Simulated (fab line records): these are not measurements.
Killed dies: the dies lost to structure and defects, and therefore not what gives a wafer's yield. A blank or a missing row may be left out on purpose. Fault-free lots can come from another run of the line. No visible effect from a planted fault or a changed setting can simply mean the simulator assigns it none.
Chamber matching -- flow nand_harc -- 4 sister chambers for NHARC_A_CONTACT_ALD_18 on ald_metal-03
The step deposits TiN, target thk 3 nm, pulse time 1 s, ald cycles 150. 4 wafers are shown with their chamber, then 9 later ones without.

== EACH WAFER AND ITS CHAMBER ==
wafer,chamber,heater_power_w (W)
L085.1,0,1052
L091.4,3,950
L091.5,1,1187
L091.6,2,1103

== WAFERS WHOSE CHAMBER IS MISSING ==
wafer,heater_power_w (W)
L095.1,1125
L095.2,975
L095.3,995
L093.1,1184
L093.3,1063
L093.4,968
L097.1,1190
L097.3,956
L097.5,1100

== THE CHAMBER EACH PASSED THROUGH ==
wafer,from the rows above,in truth
L095.1,can't be placed: 2 or 1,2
L095.2,3,3
L095.3,can't be placed: 3 or 0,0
L093.1,1,1
L093.3,can't be placed: 0 or 2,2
L093.4,3,3
L097.1,1,1
L097.3,3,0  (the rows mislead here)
L097.5,2,2
Correct placement for 5 of the 9. These rows do not allow placing 3 (true chamber among the candidates in 3). 1 placed wrongly.
How it was worked out, from the rows above alone: a wafer's distance from a chamber is the root of the sum, over the readings, of the square of ((its reading less the chamber's mean) divided by the reading's scatter). The wafer belongs to the nearest chamber; if the next one is less than 2 further off, it can't be placed. Each chamber's mean is taken over the wafers shown for it. The scatter: root of mean squared gap, hidden wafer to nearest shown wafer, with one shown wafer a chamber.
